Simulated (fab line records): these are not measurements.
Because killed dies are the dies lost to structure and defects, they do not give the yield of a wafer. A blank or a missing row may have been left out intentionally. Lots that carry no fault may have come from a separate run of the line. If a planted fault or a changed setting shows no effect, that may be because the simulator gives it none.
fab line records + flow n5_finfet
[record]
- lots = 11
- wafers = 33
- last_day = 14
route steps=1938 shown BEOL_M6@1243 BEOL_M14@1767 BEOL_M15@1813 MIM_TOP@1837 PASSIVATION@1936
lots untouched by any fault: they come from a run of this same line in which no faults occurred
start_h: hours from the record's first day to the start of the lot's first wafer shown + wait_h: time in hours since the lot's previous step + " same as the row above + L1.1+2: several wafers, shown together as one row + - value missing, or start not given + * or withheld: withheld + < > ~ a bound
route shown NAME@n: a module of which the file shows steps, and the number in the route of the first + usual: the fault-free wafers' mean and standard deviation + same: alike in all rows + chamber/n: place in a boat + sites: each site's reading + _std_site: the values' standard deviation + _edge_site: mean of outer sites minus mean of inner sites + radius_mm: for every site, how far away it sits from the centre of the wafer + mask NAME#n: copy n + behind: the tool/chamber that last shaped the wafer + hold: what put the lot on hold/how long, in hours/how the hold closed + device: transistor that didn't switch, given as n, p or np + end of line: at the end of the route, the tests of the same wafers + a step given without rows: its recipe and nothing more + killed: dies that structure and defects cost at the first sort, which is not the same as the wafer's yield + map: a wafer's dies, x killed, . not, _ none there
set.NAME: the setting that was run; set.NAME@STEP: the one run at that earlier step + model.NAME: the simulator's own value behind a step, which no gauge read
steps of the route over a sample of lots; a table a step, a row a wafer
services: a tool's chamber out of use, with start hour (start_h, from the record's first day; less than 0 if before it), hours out, and reason
[[steps]]
[step N5_BEOL_M6_HM_STRIP_39]
[recipe]
- chemistry = peroxide_tin_strip
- material = TiN
- target_depth_a = 250
- temp_c = 50
- time_s = 158
| lot.wafer  | tool         | chamber | start_h | wait_h |
|------------|--------------|---------|---------|--------|
| L966.1+2+6 | wet_bench-05 | 4,3,1   | 188.14  | 0.0    |
| L967.1+4+5 | wet_bench-05 | 5,4,0   | 189.13  | 0.0    |
| L968.1+2+4 | wet_bench-05 | 7,4,6   | 194.23  | 0.0    |
| L970.3+5+6 | wet_bench-01 | 6,7,4   | 198.41  | 0.0    |
| L969.2+5+6 | wet_bench-03 | 0,7,6   | 200.34  | 0.0    |
| L971.2+4+5 | wet_bench-03 | 3,4,6   | 211.23  | 0.0    |
| L973.1+3+5 | wet_bench-03 | 0,7,6   | 242.48  | 0.1    |
| L976.2+3+6 | wet_bench-05 | 0,7,4   | 242.74  | 0.0    |
| L975.2+5+6 | wet_bench-05 | 2,1,4   | 245.80  | 0.0    |
| L974.1+4+5 | wet_bench-03 | 3,7,5   | 246.19  | 0.0    |
| L978.1+2+3 | wet_bench-05 | 0,1,7   | 253.23  | 0.0    |
[step N5_BEOL_M14_CMP_49]
[recipe]
- stop_on = SiO2
- t_overpolish_s = 5.2
- down_force_psi = 2
- platen_rpm = 80
- clearing_platen_down_force_psi = 2
- clearing_platen_rpm = 80
- post_cmp_clean = cu_alkaline
- target_thk_nm = 560
- clearing_platen_pad_velocity_m_s = 1.5917
- pad_velocity_m_s = 1.5917
[usual]
- barrier_field_endpoint_s = 11.28/0.21
- clearing_platen_rpm = 80.01/0.043
- motor_current_A = 8.3/0.56
- overpolish_run_s = 5.200/0.009
- slurry_filter_dp_kPa = 13.52/0.13
- time_to_endpoint_s = 120/3.1
| lot.wafer | tool   | chamber | start_h | wait_h | barrier_field_endpoint_s | clearing_platen_rpm | motor_current_A | overpolish_run_s | slurry_filter_dp_kPa | time_to_endpoint_s |
|-----------|--------|---------|---------|--------|--------------------------|---------------------|-----------------|------------------|----------------------|--------------------|
| L966.2    | cmp-01 | 1       | 248.61  | 0.2    | 11.65                    | 80.02               | 9.0             | 5.207            | 13.58                | 125                |
| L966.1    | "      | 2       | "       | "      | 11.46                    | 80.00               | 9.2             | 5.213            | 13.46                | 119                |
| L966.6    | "      | 2       | "       | "      | 11.54                    | 80.00               | 9.3             | 5.191            | 13.59                | 119                |
| L967.1    | cmp-04 | 0       | 252.50  | 0.3    | 10.87                    | 80.02               | 7.9             | 5.200            | 13.32                | 118                |
| L967.4    | "      | 1       | "       | "      | 11.01                    | 79.97               | 8.0             | 5.197            | 13.61                | 120                |
| L967.5    | "      | 3       | "       | "      | 10.81                    | 80.09               | 7.9             | 5.207            | 13.66                | 120                |
| L968.2    | cmp-02 | 3       | 253.65  | 0.2    | 11.31                    | 79.98               | 7.1             | 5.201            | 13.67                | 120                |
| L968.1    | "      | 1       | "       | "      | 11.37                    | 80.02               | 10.2            | 5.213            | 13.62                | 121                |
| L968.4    | "      | 2       | "       | "      | 11.43                    | 80.04               | 7.1             | 5.193            | 13.38                | 122                |
| L970.3    | cmp-01 | 2       | 258.90  | 0.2    | 11.49                    | 79.96               | 9.2             | 5.201            | 13.49                | 116                |
| L970.6    | "      | 2       | "       | "      | 11.40                    | 79.96               | 9.2             | 5.188            | 13.67                | 119                |
| L970.5    | "      | 3       | "       | "      | 11.49                    | 79.98               | 8.6             | 5.201            | 13.50                | 118                |
| L969.2    | cmp-04 | 2       | 263.03  | 0.3    | 11.46                    | 80.08               | 7.7             | 5.202            | 13.24                | 118                |
| L969.6    | "      | 3       | "       | "      | 11.28                    | 80.03               | 8.3             | 5.219            | 13.50                | 119                |
| L969.5    | "      | 0       | "       | "      | 11.01                    | 79.98               | 7.9             | 5.212            | 13.72                | 116                |
| L971.4    | cmp-04 | 0       | 290.16  | 0.1    | 11.56                    | 80.08               | 8.2             | 5.202            | 13.45                | 122                |
| L971.2    | "      | 2       | "       | "      | 11.57                    | 80.02               | 7.9             | 5.202            | 13.68                | 126                |
| L971.5    | "      | 1       | "       | "      | 11.50                    | 80.02               | 7.9             | 5.199            | 13.50                | 124                |
| L975.2    | cmp-01 | 3       | 301.47  | 0.2    | 11.27                    | 80.01               | 8.3             | 5.202            | 13.79                | 124                |
| L975.6    | "      | 3       | "       | "      | 11.44                    | 79.98               | 8.5             | 5.188            | 13.42                | 123                |
| L975.5    | "      | 0       | "       | "      | 11.44                    | 80.02               | 8.3             | 5.194            | 13.78                | 124                |
| L974.1    | cmp-02 | 0       | 307.28  | 0.3    | 11.18                    | 80.06               | 7.8             | 5.195            | 13.53                | 121                |
| L974.4    | "      | 1       | "       | "      | 10.72                    | 80.00               | 9.8             | 5.203            | 13.13                | 116                |
| L974.5    | "      | 3       | "       | "      | 11.11                    | 80.02               | 7.2             | 5.204            | 13.36                | 118                |
| L976.2    | cmp-04 | 2       | 308.77  | 0.3    | 11.23                    | 80.03               | 7.8             | 5.191            | 13.81                | 122                |
| L976.3    | "      | 3       | "       | "      | 11.41                    | 80.03               | 8.3             | 5.208            | 13.44                | 123                |
| L976.6    | "      | 1       | "       | "      | 10.91                    | 79.99               | 8.6             | 5.191            | 13.68                | 119                |
| L973.1    | cmp-01 | 2       | 309.12  | 0.4    | 11.19                    | 80.00               | 9.3             | 5.186            | 13.34                | 122                |
| L973.3    | "      | 3       | "       | "      | 11.51                    | 80.00               | 8.5             | 5.208            | 13.51                | 124                |
| L973.5    | "      | 1       | "       | "      | 11.15                    | 80.03               | 9.0             | 5.198            | 13.37                | 122                |
| L978.1    | cmp-04 | 1       | 316.09  | 0.3    | 11.60                    | 80.03               | 8.6             | 5.203            | 13.52                | 124                |
| L978.3    | "      | 2       | "       | "      | 11.37                    | 80.01               | 7.7             | 5.212            | 13.58                | 120                |
| L978.2    | "      | 3       | "       | "      | 11.50                    | 79.95               | 8.2             | 5.212            | 13.54                | 122                |
[step N5_BEOL_M15_STRIP_37]
[recipe]
- chemistry = O2
- power_w = 600
- temp_c = 60
- pressure_mtorr = 30
- rf_frequency_hz = 6e+07
- bias_power_w = 0
- overash_fraction = 0.3
- o2_flow_sccm = 225
[usual]
- drypump_motor_current_A = 5.5/0.43
- oes_product_au = 0.82/0.059
- rf_vpp_V = 3.6/0.59
- showerhead_plenum_p_Torr = 2.13/0.078
- throttle_valve_pct = 16.65/0.21
| lot.wafer | tool        | chamber | start_h | wait_h | drypump_motor_current_A | oes_product_au | rf_hours_counter_h | rf_vpp_V | showerhead_plenum_p_Torr | throttle_valve_pct |
|-----------|-------------|---------|---------|--------|-------------------------|----------------|--------------------|----------|--------------------------|--------------------|
| L966.1    | rie_diel-03 | 0       | -       | -      | 5.2                     | 0.94           | 5                  | 2.9      | 2.24                     | 16.54              |
| L966.2    | "           | 1       | "       | "      | 5.9                     | 0.84           | 68                 | 3.7      | 2.13                     | 16.59              |
| L966.6    | "           | 2       | "       | "      | 5.4                     | 0.80           | -                  | 4.4      | 2.21                     | 16.99              |
| L967.1    | rie_diel-03 | 1       | -       | -      | 5.9                     | 0.83           | 69                 | 3.7      | 2.13                     | 16.60              |
| L967.4    | "           | 3       | "       | "      | 4.7                     | 0.81           | 81                 | 3.7      | 2.03                     | 16.85              |
| L967.5    | "           | 1       | "       | "      | 5.9                     | 0.83           | -                  | 4.1      | 2.13                     | 16.61              |
| L968.1    | rie_diel-04 | 1       | -       | -      | 5.7                     | 0.82           | 92                 | 3.8      | 2.03                     | 16.41              |
| L968.2    | "           | 2       | "       | "      | 5.8                     | 0.67           | 250                | 4.3      | 2.16                     | 17.01              |
| L968.4    | "           | 2       | "       | "      | 5.8                     | 0.68           | -                  | 3.9      | 2.16                     | 16.98              |
| L970.3    | rie_diel-03 | 3       | -       | -      | 4.7                     | 0.80           | 82                 | 3.2      | 2.03                     | 16.86              |
| L970.5    | "           | 3       | "       | "      | 4.7                     | 0.81           | -                  | 2.9      | 2.03                     | 16.85              |
| L970.6    | "           | 2       | "       | "      | 5.4                     | 0.80           | -                  | 3.1      | 2.21                     | 16.98              |
| L969.2    | rie_diel-01 | 1       | -       | -      | 6.0                     | 0.82           | 63                 | 4.6      | 2.22                     | 16.30              |
| L969.5    | "           | 1       | "       | "      | 6.0                     | 0.83           | -                  | 4.1      | 2.22                     | 16.30              |
| L969.6    | "           | 2       | "       | "      | 5.5                     | 0.93           | -                  | 3.1      | 2.06                     | 16.43              |
| L971.2    | rie_diel-01 | 3       | -       | -      | 5.4                     | 0.82           | 84                 | 3.6      | 2.12                     | 16.65              |
| L971.4    | "           | 3       | "       | "      | 5.4                     | 0.83           | -                  | 4.0      | 2.12                     | 16.65              |
| L971.5    | "           | 0       | "       | "      | 5.1                     | 0.82           | -                  | 5.4      | 2.22                     | 16.69              |
| L975.2    | rie_diel-01 | 2       | -       | -      | 5.6                     | 0.90           | 30                 | 3.6      | 2.05                     | 16.43              |
| L975.5    | "           | 0       | "       | "      | 5.1                     | 0.82           | -                  | 3.4      | 2.22                     | 16.73              |
| L975.6    | "           | 3       | "       | "      | 5.4                     | 0.82           | -                  | 3.6      | 2.12                     | 16.66              |
| L974.1    | rie_diel-04 | 2       | -       | -      | 5.7                     | 0.94           | 11                 | 3.4      | 2.15                     | 16.53              |
| L974.4    | "           | 0       | "       | "      | 5.8                     | 0.90           | 20                 | 3.3      | 2.13                     | 16.43              |
| L974.5    | "           | 0       | "       | "      | 5.8                     | 0.91           | -                  | 3.2      | 2.13                     | 16.44              |
| L976.2    | rie_diel-01 | 3       | -       | -      | 5.4                     | 0.81           | 94                 | 2.7      | 2.11                     | 16.68              |
| L976.3    | "           | 2       | "       | "      | 5.5                     | 0.88           | 35                 | 3.4      | 2.05                     | 16.46              |
| L976.6    | "           | 2       | "       | "      | 5.6                     | 0.88           | -                  | 2.6      | 2.05                     | 16.47              |
| L973.1    | rie_diel-04 | 3       | -       | -      | 6.5                     | 0.69           | 247                | 3.1      | 1.98                     | 16.86              |
| L973.3    | "           | 0       | "       | "      | 5.8                     | 0.89           | 22                 | 3.3      | 2.13                     | 16.43              |
| L973.5    | "           | 3       | "       | "      | 6.5                     | 0.68           | -                  | 4.1      | 1.98                     | 16.85              |
| L978.1    | rie_diel-01 | 0       | -       | -      | 5.1                     | 0.81           | 98                 | 3.1      | 2.21                     | 16.70              |
| L978.2    | "           | 3       | "       | "      | 5.4                     | 0.81           | 98                 | 4.3      | 2.11                     | 16.66              |
| L978.3    | "           | 1       | "       | "      | 5.9                     | 0.81           | 78                 | 3.0      | 2.22                     | 16.32              |
[step N5_MIM_TOP_DEGAS_04]
[recipe]
- ambient = vacuum
- temp_c = 300
- time_s = 60
[usual]
- heater_power_w = 460/48
- susceptor_temp_C = 299.99/0.19
| lot.wafer | tool           | chamber | start_h | wait_h | heater_power_w | susceptor_temp_C |
|-----------|----------------|---------|---------|--------|----------------|------------------|
| L966.1    | pvd_sputter-02 | -       | 258.26  | -      | 409            | 299.93           |
| L966.2    | "              | -       | "       | "      | 439            | 300.21           |
| L966.6    | "              | -       | "       | "      | 401            | 299.64           |
| L967.1    | pvd_sputter-03 | -       | 261.51  | -      | 462            | 300.13           |
| L967.4    | "              | -       | "       | "      | 380            | 299.89           |
| L967.5    | "              | -       | "       | "      | 493            | 299.85           |
| L968.1    | pvd_sputter-01 | -       | 264.63  | -      | 441            | 300.01           |
| L968.2    | "              | -       | "       | "      | 481            | 300.01           |
| L968.4    | "              | -       | "       | "      | 564            | 299.65           |
| L970.3    | pvd_sputter-01 | -       | 267.35  | -      | 567            | 299.94           |
| L970.5    | "              | -       | "       | "      | 557            | 300.17           |
| L970.6    | "              | -       | "       | "      | 481            | 299.90           |
| L969.2    | pvd_sputter-03 | -       | 271.01  | -      | 379            | 299.95           |
| L969.5    | "              | -       | "       | "      | 477            | 300.06           |
| L969.6    | "              | -       | "       | "      | 504            | 300.19           |
| L971.2    | pvd_sputter-03 | -       | 306.16  | -      | 492            | 299.91           |
| L971.4    | "              | -       | "       | "      | 379            | 299.94           |
| L971.5    | "              | -       | "       | "      | 478            | 299.86           |
| L975.2    | pvd_sputter-03 | -       | 311.88  | -      | 474            | 299.84           |
| L975.5    | "              | -       | "       | "      | 383            | 299.70           |
| L975.6    | "              | -       | "       | "      | 459            | 299.78           |
| L974.1    | pvd_sputter-01 | -       | 318.12  | -      | 454            | 299.86           |
| L974.4    | "              | -       | "       | "      | 545            | 300.16           |
| L974.5    | "              | -       | "       | "      | 481            | 300.07           |
| L976.2    | pvd_sputter-03 | -       | 321.61  | -      | 475            | 299.86           |
| L976.3    | "              | -       | "       | "      | 382            | 300.06           |
| L976.6    | "              | -       | "       | "      | 498            | 300.25           |
| L973.1    | pvd_sputter-02 | -       | 322.81  | -      | 527            | 299.96           |
| L973.3    | "              | -       | "       | "      | 438            | 300.06           |
| L973.5    | "              | -       | "       | "      | 417            | 299.65           |
| L978.1    | pvd_sputter-02 | -       | 333.82  | -      | 519            | 300.23           |
| L978.2    | "              | -       | "       | "      | 404            | 299.98           |
| L978.3    | "              | -       | "       | "      | 412            | 299.93           |
[step N5_PASSIVATION_PROBE_49]
[usual]
- defect_limited_yield = 91.1/1.3
- killed_at_M0_to_M3 = 34/10
- killed_at_M4_up = 14/5.7
- killed_at_contacts = 12/5.9
- killed_at_front_end = 41/12
- killed_at_other = 4/3.1
- killed_dies = 105/15
- killed_on_rim = 14/4.2
- killed_open = 69/11
- killed_short = 35/7.8
- sort_bin_5_function = 5.3/0.81
- sort_bin_6_memory = 3.3/0.75
- sort_n_pass = 1075/15
- sort_yield_pct = 91.1/1.3
[same]
- gross_dies = 1180
- killed_at_back_side = 0
- sort_bin_4_leakage[%] = 0
- sort_bin_8_speed[%] = 0
| lot.wafer | tool      | chamber | start_h | wait_h | defect_limited_yield[%] | killed_at_M0_to_M3 | killed_at_M4_up | killed_at_contacts | killed_at_front_end | killed_at_other | killed_dies | killed_on_rim | killed_open | killed_short | sort_bin_5_function[%] | sort_bin_6_memory[%] | sort_n_pass | sort_yield_pct[%] |
|-----------|-----------|---------|---------|--------|-------------------------|--------------------|-----------------|--------------------|---------------------|-----------------|-------------|---------------|-------------|--------------|------------------------|----------------------|-------------|-------------------|
| L978.1    | prober-02 | -       | 343.66  | 0.0    | 91.0                    | 25                 | 21              | 12                 | 42                  | 6               | 106         | 9             | 66          | 39           | 5.0                    | 3.6                  | 1074        | 91.0              |
| L978.2    | prober-02 | -       | 343.71  | 0.1    | 83.6                    | 36                 | 100             | 8                  | 46                  | 4               | 194         | 31            | 75          | 38           | 9.9                    | 3.8                  | 986         | 83.6              |
| L978.3    | prober-02 | -       | 343.76  | 0.1    | 89.4                    | 27                 | 10              | 15                 | 63                  | 10              | 125         | 20            | 82          | 41           | 5.7                    | 4.5                  | 1055        | 89.4              |
// killed by level:class
L978.1 BEOL_M4:geometric_particle:open=12 MOL_CONTACT_COAG:geometric_particle:open=10 FIN_SAQP:geometric_particle:short=8 FIN_SAQP:geometric_particle:open=7 BEOL_M0_SAQP:geometric_particle:open=6 STI_FIN_REVEAL:geometric_particle:open=5 ILD0:geometric_particle:short=5 BEOL_M1:geometric_particle:open=5
L978.2 BEOL_M6:unspecified=81 FIN_SAQP:geometric_particle:short=11 STI_FIN_REVEAL:geometric_particle:open=11 BEOL_M4:geometric_particle:open=11 FIN_SAQP:geometric_particle:open=10 BEOL_M0_SAQP:geometric_particle:open=9 BEOL_M2:geometric_particle:open=8 BEOL_M0_SAQP:geometric_particle:short=8
L978.3 STI_FIN_REVEAL:geometric_particle:open=16 MOL_CONTACT_COAG:geometric_particle:open=12 FIN_SAQP:geometric_particle:open=10 GATE_CUT:geometric_particle:short=8 BEOL_M4:geometric_particle:open=8 BEOL_M0_SAQP:geometric_particle:short=7 STARTING-WAFER:geometric_particle:open=7 BEOL_M2:geometric_particle:open=6
[[services]]
| tool           | chamber | start_h | hours | kind   |
|----------------|---------|---------|-------|--------|
| wet_bench-05   | -       | 165.64  | 5.0   | repair |
| rie_diel-04    | 0       | 179.56  | 5.8   | repair |
| rie_diel-04    | 3       | 185.77  | 45.5  | repair |
| cmp-01         | -       | 189.30  | 1.0   | repair |
| cmp-02         | -       | 201.67  | 0.3   | repair |
| pvd_sputter-02 | -       | 222.72  | 1.7   | repair |
| cmp-04         | -       | 225.68  | 4.9   | pm     |
| cmp-01         | -       | 245.32  | 0.2   | repair |
| rie_diel-04    | 1       | 246.44  | 6.6   | repair |
| rie_diel-04    | 2       | 248.61  | 3.7   | repair |
| cmp-04         | -       | 259.95  | 2.7   | repair |
| cmp-04         | -       | 269.19  | 4.0   | pm     |
| rie_diel-01    | 0       | 269.66  | 2.1   | repair |
| rie_diel-01    | 0       | 275.75  | 4.7   | repair |
| rie_diel-03    | 3       | 282.13  | 10.9  | repair |
| cmp-04         | -       | 295.33  | 1.3   | repair |
| rie_diel-03    | -       | 298.97  | 15.6  | pm     |
| cmp-04         | -       | 302.97  | 0.5   | repair |
| cmp-01         | -       | 312.53  | 4.0   | pm     |
| rie_diel-01    | 2       | 321.53  | 13.2  | repair |
| cmp-01         | -       | 323.65  | 2.2   | repair |
| rie_diel-04    | 1       | 326.25  | 8.7   | repair |
| rie_diel-04    | 3       | 329.91  | 4.1   | repair |
| cmp-01         | -       | 331.05  | 0.6   | repair |
[[key]]
[first_sign]
- step = N5_PASSIVATION_PROBE_49
- reading = killed_at_M4_up
- direction = up
- sigmas = 15
- usual = 14
- struck = 100
[effect]
- step = N5_PASSIVATION_PROBE_49
- reading = defect_limited_yield
- direction = down
- sigmas = 5.8
- usual = 91.1
- struck = 83.6
[more_kills_born_at]
- N5_BEOL_M6_HM_STRIP_39@wet_bench-05 = 81
met_at N5_BEOL_M6_HM_STRIP_39
struck_lots L978
struck_wafers L978.2
not_acting_at N5_BEOL_M14_CMP_49,N5_BEOL_M15_STRIP_37,N5_MIM_TOP_DEGAS_04
onset_between 245.80 253.23
[fault]
- kind = chamber_particle_source
- tool = wet_bench-05
- chamber = 1
- onset_h = 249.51
- steps = N5_BEOL_M6_HM_STRIP_39
- rate_per_visit_cm2 = 1.286
- end_h = 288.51
